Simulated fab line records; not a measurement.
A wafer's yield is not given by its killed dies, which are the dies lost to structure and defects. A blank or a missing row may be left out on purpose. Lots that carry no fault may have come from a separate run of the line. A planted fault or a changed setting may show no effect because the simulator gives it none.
fab line records    flow n5-finfet
[record] lots = 10  wafers = 29  last-day = 18
route steps=1938 shown BEOL_M0@731 BEOL_M1@751 BEOL_M4@1111 PASSIVATION@1936
lots untouched by any fault: they come from a run of this same line in which no faults occurred
start-h: hours from the record's opening day to when the first of the lot's shown wafers began    wait-h: how many hours have passed since the lot's step before this one    " as in the row above    L1.1+2: several wafers, shown together as one row    - no value, or no start given    * or withheld: withheld    < > ~ a bound
route shown NAME@n: a module of which the file shows steps, and the number in the route of the first    usual: mean/standard deviation taken from wafers without a fault    same: alike in all rows    chamber/n: place in a boat    sites: per-site readings    _std_site: standard deviation across them    _edge_site: the outer-site mean with the inner-site mean subtracted    radius-mm: how far each site lies from the wafer's centre    mask NAME#n: copy n    behind: the tool/chamber that last shaped the wafer    hold: the reason the lot was held/the length of the hold in hours/how it ended    device: the transistor (n, p or np) that didn't switch    end of line: the tests these same wafers got at the end of their route    a step without rows: its recipe alone    killed: at the first sort, the dies lost to defects and structure; wafer yield is something else    map: a wafer's dies, x killed, . not, _ none there
set.NAME: the setting the step ran with; set.NAME@STEP: the setting that earlier step ran with    model.NAME: the simulator's own value behind a step, which no gauge read
steps of the route over a sample of lots; a table a step, a row a wafer
services: when a tool's chamber went out of use (start-h, in hours from the record's first day, below 0 if earlier), for how many hours, and the reason
[[steps]]
[step N5_BEOL_M0_ALD_136]
[recipe] material = TaN  target-thk-a = *  temp-c = 275  ald-precursor-family = PDMAT  ald-co-reactant = NH3  pressure-torr = 3  carrier-flow-sccm = 1500  pulse-time-s = 2  purge-time-s = 3  co-reactant-purge-time-s = 2  co-reactant-pulse-time-s = 3  ald-cycles = 30  precursor-vessel-temp-c = 75  precursor-vessel-pressure-torr = 26.25  precursor-vessel-carrier-sccm = 1000
[usual] heater-power-w = 394/25
lot.wafer  tool          chamber  start-h  wait-h  heater-power-w
L420.1     ald-metal-03  1        115.20   0.1     401
L420.3     "             0        "        "       376
L420.6     "             1        "        "       403
L421.1     ald-metal-03  2        122.90   0.0     402
L421.3     "             0        "        "       372
L421.4     "             1        "        "       405
L422.1     ald-metal-03  3        137.00   0.0     406
L422.3     "             1        "        "       403
L422.6     "             3        "        "       414
L432.1     ald-metal-04  3        200.06   0.3     425
L432.3     "             2        "        "       429
L432.4     "             1        "        "       448
L435.1     ald-metal-01  0        208.66   0.2     421
L435.5     "             3        "        "       371
L435.6     "             2        "        "       363
L437.3     ald-metal-03  1        216.49   0.1     410
L437.4     "             3        "        "       411
L437.6     "             2        "        "       404
L438.3     ald-metal-03  2        231.10   0.3     405
L438.4     "             0        "        "       370
L438.6     "             1        "        "       404
L440.1     ald-metal-01  2        248.92   0.0     366
L440.5     "             2        "        "       376
L440.6     "             3        "        "       375
L442.5     ald-metal-01  3        254.92   0.1     380
L442.6     "             2        "        "       366
L443.1     ald-metal-03  0        262.57   0.0     371
L443.2     "             2        "        "       396
L443.3     "             1        "        "       411
[step N5_BEOL_M0_SPUTTER_134]
[recipe] material = Cu  target-thk-a = 40  temp-c = -20  chamber-pressure-pa = 0.07  power-w = withheld  time-s = 7.37
[usual] throttle-valve-pct = 30.4/1.3
lot.wafer  tool            chamber  start-h  wait-h  throttle-valve-pct
L420.1     pvd-sputter-03  -        116.07   0.0     31.9
L420.3     "               -        "        "       31.4
L420.6     "               -        "        "       32.3
L421.1     pvd-sputter-03  -        123.54   0.0     31.9
L421.3     "               -        "        "       29.2
L421.4     "               -        "        "       31.6
L422.1     pvd-sputter-01  -        137.63   0.0     31.9
L422.3     "               -        "        "       28.5
L422.6     "               -        "        "       31.9
L432.1     pvd-sputter-03  -        202.02   0.0     31.5
L432.3     "               -        "        "       28.5
L432.4     "               -        "        "       29.1
L435.1     pvd-sputter-02  -        211.52   0.0     30.5
L435.5     "               -        "        "       30.7
L435.6     "               -        "        "       30.6
L437.3     pvd-sputter-03  -        217.62   0.0     31.5
L437.4     "               -        "        "       29.1
L437.6     "               -        "        "       28.8
L438.3     pvd-sputter-01  -        232.08   0.0     32.1
L438.4     "               -        "        "       31.2
L438.6     "               -        "        "       31.4
L440.1     pvd-sputter-02  -        249.56   0.0     30.0
L440.5     "               -        "        "       30.1
L440.6     "               -        "        "       30.9
L442.5     pvd-sputter-03  -        255.81   0.0     28.4
L442.6     "               -        "        "       29.1
L443.1     pvd-sputter-03  -        263.45   0.0     32.2
L443.2     "               -        "        "       31.7
L443.3     "               -        "        "       28.4
[step N5_BEOL_M0_PRE_CLEAN_124]
[recipe] gas = NH3  time-s = 15  temp-c = withheld  rf-power-w = 300
lot.wafer   tool      chamber  start-h  wait-h
L420.1+3+6  pecvd-02  0,2,1    120.27   0.1
L421.1+3+4  pecvd-03  2,0,1    127.89   0.1
L422.1+3+6  pecvd-03  2,0,2    142.21   0.1
L432.1+3+4  pecvd-03  0,2,1    203.20   0.1
L435.1+5+6  pecvd-03  1,1,0    212.60   0.1
L437.3+4+6  pecvd-01  1,0,1    218.83   0.1
L438.3+4+6  pecvd-02  0,2,0    233.17   0.1
L440.1+5+6  pecvd-01  2,2,0    250.69   0.1
L442.5+6    pecvd-02  1,2      257.15   0.0
L443.1+2+3  pecvd-02  0,1,2    264.78   0.1
[step N5_BEOL_M0_INSPECT_127]
[recipe] inspect-instrument = darkfield  mode = post-dep
[usual] raw-defect-count = 77/24
lot.wafer  tool               chamber  start-h  wait-h  raw-defect-count
L420.1     defect-inspect-02  -        120.38   0.0     137
L420.3     "                  -        "        "       93
L420.6     "                  -        "        "       94
L421.1     defect-inspect-02  -        128.01   0.0     36
L421.3     "                  -        "        "       31
L421.4     "                  -        "        "       54
L422.1     defect-inspect-02  -        142.32   0.0     77
L422.3     "                  -        "        "       114
L422.6     "                  -        "        "       72
L432.1     defect-inspect-01  -        203.31   0.0     1061
L432.3     "                  -        "        "       44
L432.4     "                  -        "        "       61
L435.1     defect-inspect-02  -        212.74   0.0     79
L435.5     "                  -        "        "       65
L435.6     "                  -        "        "       1079
L437.3     defect-inspect-02  -        218.95   0.0     82
L437.4     "                  -        "        "       53
L437.6     "                  -        "        "       45
L438.3     defect-inspect-01  -        233.29   0.0     55
L438.4     "                  -        "        "       89
L438.6     "                  -        "        "       69
L440.1     defect-inspect-02  -        250.81   0.0     72
L440.5     "                  -        "        "       82
L440.6     "                  -        "        "       96
L442.5     defect-inspect-01  -        257.26   0.0     71
L442.6     "                  -        "        "       108
L443.1     defect-inspect-01  -        264.90   0.0     57
L443.2     "                  -        "        "       103
L443.3     "                  -        "        "       75
[step N5_BEOL_M1_ILD_DEP_00]
[recipe] material = SiOC  target-thk-a = 790  temp-c = 350  precursor = DEMS/O2  pressure-torr = 5  rf-w = 500  time-s = 15.3
[usual] heater-power-w = 480/47  showerhead-plenum-p-Torr = 5.693/0.012  throttle-valve-pct = 12.0/0.87
lot.wafer  tool      chamber  start-h  wait-h  heater-power-w  showerhead-plenum-p-Torr  throttle-valve-pct
L420.1     pecvd-04  1        120.42   0.0     535             5.701                     11.7
L420.3     "         0        "        "       526             5.688                     12.6
L420.6     "         0        "        "       531             5.673                     12.5
L421.1     pecvd-04  1        128.05   0.0     551             5.698                     11.6
L421.3     "         2        "        "       462             5.685                     10.8
L421.4     "         1        "        "       435             5.700                     11.8
L422.1     pecvd-01  1        142.36   0.0     485             5.683                     14.0
L422.3     "         0        "        "       478             5.679                     11.5
L422.6     "         1        "        "       492             5.665                     14.1
L432.1     pecvd-04  1        203.35   0.0     549             5.696                     11.6
L432.3     "         0        "        "       557             5.689                     12.8
L432.4     "         0        "        "       540             5.690                     12.5
L435.1     pecvd-01  1        212.78   0.0     513             5.689                     13.9
L435.5     "         0        "        "       442             5.672                     11.9
L435.6     "         2        "        "       439             5.720                     11.9
L437.3     pecvd-04  1        219.00   0.1     513             5.701                     11.7
L437.4     "         2        "        "       466             5.682                     10.8
L437.6     "         1        "        "       515             5.688                     11.7
L438.3     pecvd-02  1        233.33   0.0     480             5.691                     11.2
L438.4     "         2        "        "       445             5.697                     11.4
L438.6     "         0        "        "       509             5.708                     12.2
L440.1     pecvd-02  0        250.84   0.0     446             5.692                     12.2
L440.5     "         2        "        "       464             5.702                     11.5
L440.6     "         1        "        "       422             5.685                     11.1
L442.5     pecvd-04  2        257.31   0.1     432             5.688                     11.1
L442.6     "         1        "        "       516             5.680                     11.6
L443.1     pecvd-02  0        264.94   0.0     505             5.696                     12.5
L443.2     "         1        "        "       458             5.681                     11.3
L443.3     "         2        "        "       435             5.699                     11.7
[step N5_BEOL_M1_INSPECT_13]
[recipe] mode = adi  inspect-instrument = brightfield
[usual] raw-defect-count = 438/93
lot.wafer  tool               chamber  start-h  wait-h  raw-defect-count
L420.1     defect-inspect-02  -        122.38   0.1     524
L420.3     "                  -        "        "       497
L420.6     "                  -        "        "       372
L421.1     defect-inspect-02  -        129.61   0.1     434
L421.3     "                  -        "        "       358
L421.4     "                  -        "        "       324
L422.1     defect-inspect-02  -        143.00   0.1     484
L422.3     "                  -        "        "       611
L422.6     "                  -        "        "       469
L432.1     defect-inspect-01  -        206.05   0.1     1535
L432.3     "                  -        "        "       575
L432.4     "                  -        "        "       372
L435.1     defect-inspect-01  -        213.89   0.1     363
L435.5     "                  -        "        "       385
L435.6     "                  -        "        "       1424
L437.3     defect-inspect-01  -        221.21   0.1     297
L437.4     "                  -        "        "       415
L437.6     "                  -        "        "       354
L438.3     defect-inspect-02  -        234.09   0.0     312
L438.4     "                  -        "        "       501
L438.6     "                  -        "        "       405
L440.1     defect-inspect-02  -        252.30   0.1     560
L440.5     "                  -        "        "       438
L440.6     "                  -        "        "       476
L442.5     defect-inspect-01  -        258.92   0.0     315
L442.6     "                  -        "        "       410
L443.1     defect-inspect-02  -        267.40   0.1     511
L443.2     "                  -        "        "       431
L443.3     "                  -        "        "       385
[step N5_BEOL_M4_RC_MEAS_101]
[usual] DIBL_N = 35.7/1.5  DIBL_P = 35.7/2  IOFF_N = 0.155/0.026  IOFF_P = 0.20/0.031  ION_N = 675/11  ION_P = 462/7.1  SS_N = 71.3/0.57  SS_P = 73.1/0.56  VT_N = 250/3  VT_P = -251/3
lot.wafer  tool       chamber  start-h  wait-h  DIBL_N[mV/V]  DIBL_P[mV/V]  IOFF_N[nA/um]  IOFF_P[nA/um]  ION_N[uA/um]  ION_P[uA/um]  SS_N[mV/dec]  SS_P[mV/dec]  VT_N[mV]  VT_P[mV]
L420.1     prober-02  0        175.87   0.0     36.7          36.3          0.153          0.21           667           459           71.6          72.7          251       -252
L420.3     "          0        "        "       37.2          36.8          0.171          0.23           673           459           71.7          73.6          250       -249
L420.6     "          0        "        "       35.3          34.4          0.142          0.18           666           461           71.2          72.6          252       -251
L421.1     prober-01  0        185.28   0.0     37.9          38.4          0.208          0.24           696           472           72.1          73.4          245       -247
L421.3     "          0        "        "       37.5          37.2          0.182          0.23           671           461           71.8          73.3          247       -248
L421.4     "          0        "        "       35.9          36.3          0.166          0.22           688           474           70.9          73.4          247       -249
L422.1     prober-02  0        194.13   0.0     34.0          33.8          0.141          0.19           683           462           71.2          72.1          250       -250
L422.3     "          0        "        "       36.0          37.2          0.186          0.26           685           468           71.9          73.3          245       -246
L422.6     "          0        "        "       33.7          33.5          0.142          0.19           678           465           70.4          72.3          249       -250
L432.1     prober-01  0        252.89   0.0     35.4          35.9          0.176          0.23           693           478           71.7          73.7          246       -247
L432.3     "          0        "        "       34.8          35.0          0.153          0.21           682           471           70.9          73.1          249       -248
L432.4     "          0        "        "       34.9          34.9          0.155          0.21           678           470           70.7          73.3          248       -250
L435.1     prober-02  0        260.39   0.0     37.2          36.8          0.162          0.21           670           459           71.5          73.0          253       -248
L435.5     "          0        "        "       37.9          38.4          0.173          0.23           679           462           71.5          73.5          250       -249
L435.6     "          0        "        "       36.4          36.6          0.152          0.21           672           456           72.0          72.5          251       -250
L437.3     prober-01  0        267.86   0.3     35.5          35.8          0.158          0.20           681           464           70.7          73.1          246       -251
L437.4     "          0        "        "       37.5          39.5          0.209          0.26           700           476           71.8          73.2          242       -247
L437.6     "          0        "        "       35.3          35.7          0.144          0.20           661           460           71.2          72.8          249       -250
L438.3     prober-02  0        293.25   0.3     33.4          34.3          0.121          0.14           668           450           71.4          72.9          253       -256
L438.4     "          0        "        "       34.1          34.8          0.133          0.15           677           455           71.6          72.9          250       -257
L438.6     "          0        "        "       34.6          35.3          0.136          0.15           677           456           71.7          72.8          250       -258
L440.1     prober-01  0        305.37   0.0     34.4          34.9          0.137          0.18           666           456           71.0          72.7          251       -253
L440.5     "          0        "        "       33.9          34.4          0.128          0.18           659           456           71.1          72.4          252       -255
L440.6     "          0        "        "       36.7          37.3          0.166          0.21           675           459           71.2          73.2          250       -253
L442.5     prober-01  0        312.16   0.6     36.4          38.0          0.163          0.20           666           459           71.1          73.1          246       -252
L442.6     "          0        "        "       37.0          39.4          0.172          0.22           676           464           71.1          73.1          249       -251
L443.1     prober-02  0        320.07   0.0     36.7          38.3          0.173          0.21           680           466           72.6          73.2          247       -251
L443.2     "          0        "        "       37.4          38.4          0.189          0.22           674           461           71.5          73.3          246       -251
L443.3     "          0        "        "       35.5          37.9          0.159          0.21           683           462           72.3          72.8          249       -250
[step N5_PASSIVATION_PROBE_49]
[usual] defect-limited-yield = 91.4/1.5  killed_at_M0_to_M3 = 34/10  killed_at_M4_up = 15/6  killed-at-contacts = 12/6  killed-at-front-end = 37/11  killed-at-other = 3.3/2.8  killed-dies = 101/18  killed-on-rim = 14/4.4  killed-open = 66/14  killed-short = 33/7.8  sort_bin_5_function = 5.0/0.97  sort_bin_6_memory = 3.2/0.72  sort-n-pass = 1079/18  sort-yield-pct = 91.4/1.5
[same] gross-dies = 1180  killed-at-back-side = 0  sort_bin_4_leakage[%] = 0  sort_bin_8_speed[%] = 0
lot.wafer  tool       chamber  start-h  wait-h  defect-limited-yield[%]  killed_at_M0_to_M3  killed_at_M4_up  killed-at-contacts  killed-at-front-end  killed-at-other  killed-dies  killed-on-rim  killed-open  killed-short  sort_bin_5_function[%]  sort_bin_6_memory[%]  sort-n-pass  sort-yield-pct[%]
L432.1     prober-02  -        365.83   0.0     81.4                     146                 12               11                  51                   0                220          43             75           40            9.8                     5.1                   960          81.4
L432.3     prober-02  -        365.93   0.1     91.9                     38                  17               5                   35                   0                95           17             58           37            4.6                     3.1                   1085         91.9
L432.4     prober-02  -        365.98   0.2     90.8                     30                  9                3                   63                   3                108          14             70           38            5.1                     3.3                   1072         90.8
L435.1     prober-02  -        369.37   0.0     90.8                     34                  13               27                  33                   2                109          12             83           26            5.0                     4.0                   1071         90.8
L435.5     prober-02  -        369.57   0.2     89.2                     38                  19               12                  52                   6                127          14             83           43            6.4                     4.1                   1053         89.2
L435.6     prober-02  -        369.62   0.3     80.3                     157                 23               14                  33                   6                233          43             84           32            12.2                    4.2                   947          80.3
L437.3     prober-02  -        387.74   0.1     93.7                     17                  12               7                   37                   1                74           10             45           29            3.7                     2.4                   1106         93.7
L437.4     prober-02  -        387.79   0.2     92.0                     22                  20               16                  31                   5                94           12             59           31            4.7                     3.1                   1086         92.0
L437.6     prober-02  -        387.89   0.3     90.3                     21                  17               20                  55                   1                114          16             76           33            6.1                     3.5                   1066         90.3
// killed by level:class
L432.1 BEOL_M0:unspecified=105 FIN_SAQP:geometric-particle:short=11 FIN_SAQP:geometric-particle:open=11 DUMMY_GATE:geometric-particle:open=11 MOL_CONTACT_COAG:geometric-particle:open=11 BEOL_M0_SAQP:geometric-particle:open=11 BEOL_M3:geometric-particle:open=9 BEOL_M0_SAQP:geometric-particle:short=6
L432.3 BEOL_M4:geometric-particle:open=10 FIN_SAQP:geometric-particle:short=9 BEOL_M0_SAQP:geometric-particle:open=9 BEOL_M3:geometric-particle:open=7 BEOL_M0_SAQP:geometric-particle:short=5 BEOL_M0:geometric-particle:open=5 DUMMY_GATE:geometric-particle:short=4 DUMMY_GATE:geometric-particle:open=4
L432.4 FIN_SAQP:geometric-particle:short=15 FIN_SAQP:geometric-particle:open=14 DUMMY_GATE:geometric-particle:open=12 BEOL_M0_SAQP:geometric-particle:open=8 STI_FIN_REVEAL:geometric-particle:open=5 BEOL_M0:geometric-particle:open=5 BEOL_M4:geometric-particle:open=5 BEOL_M1:geometric-particle:open=4
L435.1 MOL_CONTACT_COAG:geometric-particle:open=21 BEOL_M3:geometric-particle:open=10 STI_FIN_REVEAL:geometric-particle:open=8 FIN_SAQP:geometric-particle:open=6 MOL_CONTACT_COAG:geometric-particle:short=6 BEOL_M0_SAQP:geometric-particle:open=6 BEOL_M2:geometric-particle:open=5 BEOL_M1:geometric-particle:open=5
L435.5 BEOL_M4:geometric-particle:open=14 FIN_SAQP:geometric-particle:open=10 BEOL_M0_SAQP:geometric-particle:open=9 BEOL_M1:geometric-particle:open=9 MOL_CONTACT_COAG:geometric-particle:open=8 FIN_SAQP:geometric-particle:short=7 STI_FIN_REVEAL:geometric-particle:open=7 DUMMY_GATE:geometric-particle:open=5
L435.6 BEOL_M0:unspecified=116 BEOL_M4:geometric-particle:open=16 BEOL_M0_SAQP:geometric-particle:open=11 MOL_CONTACT_COAG:geometric-particle:open=10 BEOL_M3:geometric-particle:open=9 GATE_CUT:geometric-particle:short=6 FIN_SAQP:geometric-particle:open=5 STI_FIN_REVEAL:geometric-particle:open=5
L437.3 STI_FIN_REVEAL:geometric-particle:open=9 STI_FIN_REVEAL:geometric-particle:short=6 BEOL_M4:geometric-particle:open=6 BEOL_M1:geometric-particle:open=5 MOL_CONTACT_COAG:geometric-particle:open=5 GATE_CUT:geometric-particle:short=4 BEOL_M2:geometric-particle:short=4 STARTING-WAFER:geometric-particle:open=4
L437.4 MOL_CONTACT_COAG:geometric-particle:open=13 STI_FIN_REVEAL:geometric-particle:open=11 BEOL_M4:geometric-particle:open=8 BEOL_M0_SAQP:geometric-particle:open=6 GATE_CUT:geometric-particle:short=5 BEOL_M2:geometric-particle:open=4 BEOL_M3:geometric-particle:open=4 MOL_CONTACT_COAG:geometric-particle:short=3
L437.6 STI_FIN_REVEAL:geometric-particle:open=21 MOL_CONTACT_COAG:geometric-particle:open=15 BEOL_M2:geometric-particle:open=7 BEOL_M1:geometric-particle:open=6 STI_FIN_REVEAL:geometric-particle:short=5 GATE_CUT:geometric-particle:short=5 MOL_CONTACT_COAG:geometric-particle:short=5 BEOL_M4:geometric-particle:open=5
[[services]]
tool            chamber  start-h  hours  kind
ald-metal-04    -        112.02   2.8    pm
ald-metal-04    -        121.59   1.1    repair
ald-metal-01    -        138.82   1.0    repair
pecvd-03        -        142.42   14.6   pm
ald-metal-01    0        143.84   7.9    repair
pvd-sputter-03  -        144.93   4.2    repair
pecvd-02        0        156.95   2.1    scheduled-down
pecvd-04        2        165.21   5.5    scheduled-down
pecvd-01        2        168.25   2.1    scheduled-down
pecvd-04        1        178.00   2.1    scheduled-down
pvd-sputter-03  -        178.36   1.0    repair
pecvd-04        2        180.13   2.1    scheduled-down
ald-metal-01    1        197.34   11.4   repair
pecvd-03        2        209.24   13.2   repair
pecvd-02        1        209.88   2.1    scheduled-down
pecvd-04        0        214.44   25.6   repair
pecvd-02        2        223.44   4.2    repair
ald-metal-03    2        235.99   3.8    repair
pecvd-04        2        242.61   6.9    repair
pecvd-01        -        255.82   1.6    repair
pecvd-03        1        260.12   40.9   repair
[[key]]
[first-sign] step = N5_BEOL_M0_INSPECT_127  reading = raw-defect-count  direction = up  sigmas = 42  usual = 77  struck = 1070
[effect] step = N5_BEOL_M1_INSPECT_13  reading = raw-defect-count  direction = up  sigmas = 11  usual = 438  struck = 1480
[effect] step = N5_PASSIVATION_PROBE_49  reading = killed_at_M0_to_M3  direction = up  sigmas = 11  usual = 34  struck = 152
[more-kills-born-at] N5_BEOL_M0_PRE_CLEAN_124@pecvd-03 = 221
met-at N5_BEOL_M0_PRE_CLEAN_124
struck-lots L432,L435
struck-wafers L432.1,L435.6
not-acting-at N5_BEOL_M0_ALD_136,N5_BEOL_M0_SPUTTER_134,N5_BEOL_M1_ILD_DEP_00
onset-between 142.21 203.20
[fault] kind = chamber-particle-source  tool = pecvd-03  chamber = 0  onset-h = 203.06  steps = N5_BEOL_M0_PRE_CLEAN_124  rate-per-visit-cm2 = 1.5838  end-h = 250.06
